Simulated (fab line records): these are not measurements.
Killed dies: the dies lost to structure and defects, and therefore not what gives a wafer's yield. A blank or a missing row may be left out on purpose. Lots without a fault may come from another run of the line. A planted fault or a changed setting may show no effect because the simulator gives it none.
What tool caused it? :: flow nandHarc :: 13 lots, 39 wafers sampled, at 5 steps of a route of 1159

## WHAT EACH GAUGE READ, for each wafer
NHARC_A_M1_INSPECT_11.
lot: L497
measured: day 17 21:31
on: defectInspect-01
rawDefectCount: 20 16 17

lot: L498
measured: day 17 22:07
on: defectInspect-01
rawDefectCount: 26 26 27

lot: L499
measured: day 18 06:15
on: defectInspect-01
rawDefectCount: 24 28 21

lot: L500
measured: day 18 06:31
on: defectInspect-02
rawDefectCount: 21 16 20

lot: L501
measured: day 18 06:50
on: defectInspect-01
rawDefectCount: 23 19 21

lot: L512
measured: day 21 10:38
on: defectInspect-02
rawDefectCount: 10 11 15

lot: L514
measured: day 22 02:36
on: defectInspect-01
rawDefectCount: 29 48 37

lot: L515
measured: day 22 03:22
on: defectInspect-01
rawDefectCount: 41 35 26

lot: L516
measured: day 22 07:03
on: defectInspect-01
rawDefectCount: 57 52 47

lot: L517
measured: day 22 21:58
on: defectInspect-01
rawDefectCount: 20 15 14

lot: L519
measured: day 23 04:22
on: defectInspect-02
rawDefectCount: 27 26 21

lot: L518
measured: day 23 04:32
on: defectInspect-02
rawDefectCount: 43 35 41

lot: L520
measured: day 24 12:52
on: defectInspect-01
rawDefectCount: 54 48 53

NHARC_A_BONDPAD_CD_MEAS_13.
lot: L497
measured: day 18 02:41
on: cdSem-02
cdNm (nm): 501.6 502.3 499.6

lot: L498
measured: day 18 03:43
on: cdSem-03
cdNm (nm): 497.2 500.1 498.8

lot: L499
measured: day 18 11:37
on: cdSem-03
cdNm (nm): 501.8

lot: L500
measured: day 18 11:51
on: cdSem-02
cdNm (nm): 500.7 501.3

lot: L501
measured: day 18 12:21
on: cdSem-02
cdNm (nm): 500.6 499.6 498.7

lot: L512
measured: day 21 15:55
on: cdSem-03
cdNm (nm): 499.4 502.7 499.3

lot: L514
measured: day 22 08:01
on: cdSem-03
cdNm (nm): 501.1 499.7 497.3

lot: L515
measured: day 22 08:34
on: cdSem-02
cdNm (nm): 500.1 498.2 500.2

lot: L516
measured: day 22 12:04
on: cdSem-02
cdNm (nm): 499.3 500.1 501.6

lot: L517
measured: day 23 03:10
on: cdSem-02
cdNm (nm): 502.0 500.6 498.5

lot: L519
measured: day 23 10:08
on: cdSem-02
cdNm (nm): 498.2 499.9 502.0

lot: L518
measured: day 23 10:35
on: cdSem-03
cdNm (nm): 497.5 497.8 500.0

lot: L520
measured: day 24 18:01
on: cdSem-01
cdNm (nm): 497.8 501.5 501.8

NHARC_END_SORT_01.
lot: L499
measured: day 19 23:23
on: prober-02
defectLimitedYield (%): 0 95.4 0
killedAtArray: 674 27 674
killedAtOther: 2 2 0
killedAtPeriphery: 1 2 3
killedDies: 677 31 677
killedOpen: 2 3 6
killedShort: 0 0 2
sort_bin_2_pct (%): 97.0 1.6 97.5
sort_bin_3_pct (%): 0.30 0.15 0.30
sort_bin_4_pct (%): 2.7 2.8 2.2
sortNPass: 0 646 0
sortRimYieldPct (%): 0 97.2 0
sortYieldPct (%): 0 95.4 0

lot: L500
measured: day 19 23:25
on: prober-01
defectLimitedYield (%): 0 96.6 97.2
killedAtArray: 674 20 17
killedAtOther: 0 0 0
killedAtPeriphery: 3 3 2
killedDies: 677 23 19
killedOpen: 3 6 1
killedShort: 2 3 1
sort_bin_2_pct (%): 97.0 1.2 0.4
sort_bin_3_pct (%): 0.15 0.15 0
sort_bin_4_pct (%): 2.8 2.1 2.4
sortNPass: 0 654 658
sortRimYieldPct (%): 0 98.1 100.0
sortYieldPct (%): 0 96.6 97.2

## TOOL THAT RAN EACH LOT (tool first, then ch and the chambers of the sampled wafers, then the start)
lot: L497
NHARC_A_M1_DEP_00: pecvd-04 ch 1,2, day 17 20:41
NHARC_A_BONDPAD_ANNEAL_28: rtpAnneal-01 ch 0, day 18 04:25

lot: L498
NHARC_A_M1_DEP_00: pecvd-03 ch 0,1,2, day 17 21:17
NHARC_A_BONDPAD_ANNEAL_28: rtpAnneal-02 ch 0, day 18 05:09

lot: L499
NHARC_A_M1_DEP_00: pecvd-04 ch 0,1,2, day 18 05:17
NHARC_A_BONDPAD_ANNEAL_28: rtpAnneal-01 ch 0, day 18 13:30

lot: L500
NHARC_A_M1_DEP_00: pecvd-04 ch 0,2, day 18 05:33
NHARC_A_BONDPAD_ANNEAL_28: rtpAnneal-02 ch 0, day 18 13:51

lot: L501
NHARC_A_M1_DEP_00: pecvd-01 ch 0,2, day 18 05:53
NHARC_A_BONDPAD_ANNEAL_28: rtpAnneal-02 ch 0, day 18 14:01

lot: L512
NHARC_A_M1_DEP_00: pecvd-01 ch 1,2, day 21 09:50
NHARC_A_BONDPAD_ANNEAL_28: rtpAnneal-01 ch 0, day 21 18:02

lot: L514
NHARC_A_M1_DEP_00: pecvd-01 ch 0,2, day 22 01:45
NHARC_A_BONDPAD_ANNEAL_28: rtpAnneal-01 ch 0, day 22 09:28

lot: L515
NHARC_A_M1_DEP_00: pecvd-04 ch 0,2, day 22 02:24
NHARC_A_BONDPAD_ANNEAL_28: rtpAnneal-01 ch 0, day 22 09:56

lot: L516
NHARC_A_M1_DEP_00: pecvd-03 ch 0,1,2, day 22 06:05
NHARC_A_BONDPAD_ANNEAL_28: rtpAnneal-02 ch 0, day 22 13:38

lot: L517
NHARC_A_M1_DEP_00: pecvd-01 ch 0,1, day 22 20:53
NHARC_A_BONDPAD_ANNEAL_28: rtpAnneal-02 ch 0, day 23 04:32

lot: L519
NHARC_A_M1_DEP_00: pecvd-03 ch 1,2, day 23 03:27
NHARC_A_BONDPAD_ANNEAL_28: rtpAnneal-01 ch 0, day 23 11:33

lot: L518
NHARC_A_M1_DEP_00: pecvd-04 ch 0,1,2, day 23 03:35
NHARC_A_BONDPAD_ANNEAL_28: rtpAnneal-02 ch 0, day 23 12:09

lot: L520
NHARC_A_M1_DEP_00: pecvd-03 ch 0,1, day 24 12:01
NHARC_A_BONDPAD_ANNEAL_28: rtpAnneal-02 ch 0, day 24 19:26
- NHARC_A_M1_DEP_00: deposits SiOC, target thk 182.5 nm.
- NHARC_A_BONDPAD_ANNEAL_28: time 90 s.

## WHAT THE TOOLS THEMSELVES READ (means of the sampled wafers that have a number; where no wafer has one, the mark that the record gives instead)
NHARC_A_M1_DEP_00.
lot: L497
tool: pecvd-04
showerheadVppV (V): 1544

lot: L498
tool: pecvd-03
showerheadVppV (V): 1480

lot: L499
tool: pecvd-04
showerheadVppV (V): 1543

lot: L500
tool: pecvd-04
showerheadVppV (V): 1542

lot: L501
tool: pecvd-01
showerheadVppV (V): 1492

lot: L512
tool: pecvd-01
showerheadVppV (V): 1465

lot: L514
tool: pecvd-01
showerheadVppV (V): 1510

lot: L515
tool: pecvd-04
showerheadVppV (V): 1493

lot: L516
tool: pecvd-03
showerheadVppV (V): 1473

lot: L517
tool: pecvd-01
showerheadVppV (V): 1463

lot: L519
tool: pecvd-03
showerheadVppV (V): 1519

lot: L518
tool: pecvd-04
showerheadVppV (V): 1532

lot: L520
tool: pecvd-03
showerheadVppV (V): 1445

NHARC_A_BONDPAD_ANNEAL_28.
lot: L497
tool: rtpAnneal-01
wafer_temp_C_max: 225.85

lot: L498
tool: rtpAnneal-02
wafer_temp_C_max: 225.79

lot: L499
tool: rtpAnneal-01
wafer_temp_C_max: 225.55

lot: L500
tool: rtpAnneal-02
wafer_temp_C_max: 225.45

lot: L501
tool: rtpAnneal-02
wafer_temp_C_max: 225.75

lot: L512
tool: rtpAnneal-01
wafer_temp_C_max: 225.99

lot: L514
tool: rtpAnneal-01
wafer_temp_C_max: 225.88

lot: L515
tool: rtpAnneal-01
wafer_temp_C_max: 225.66

lot: L516
tool: rtpAnneal-02
wafer_temp_C_max: 225.56

lot: L517
tool: rtpAnneal-02
wafer_temp_C_max: 225.95

lot: L519
tool: rtpAnneal-01
wafer_temp_C_max: 225.77

lot: L518
tool: rtpAnneal-02
wafer_temp_C_max: 225.71

lot: L520
tool: rtpAnneal-02
wafer_temp_C_max: 225.66

## THE ANSWER, worked out from the rows above alone
Rule: the usual values come from the lots themselves. Put in order of their means at a reading, lots are off if they are a third of the lots or fewer, leave a main group of 4 or more, and stand apart from it by a gap of 3 or more times the standard deviation of the main group's means; of several such gaps the widest counts. A main group whose means are all the same, to the digits that the tables above print for the reading, isn't used. A lot without any number at a reading at which 4 lots or more have one is off too. Where the step has rows for the other lots, those lots are counted as sound. The gauges are gone through in route order, then the tools' own readings, and for those a lot's mean is taken as printed above. At the first step where some lot is off, the reading lying furthest off is the one used; lots without a number count as furthest.
No lot is off on any of the readings shown, so nothing can be concluded from this.

## WHAT HAD BEEN PUT IN BY THE SIMULATOR
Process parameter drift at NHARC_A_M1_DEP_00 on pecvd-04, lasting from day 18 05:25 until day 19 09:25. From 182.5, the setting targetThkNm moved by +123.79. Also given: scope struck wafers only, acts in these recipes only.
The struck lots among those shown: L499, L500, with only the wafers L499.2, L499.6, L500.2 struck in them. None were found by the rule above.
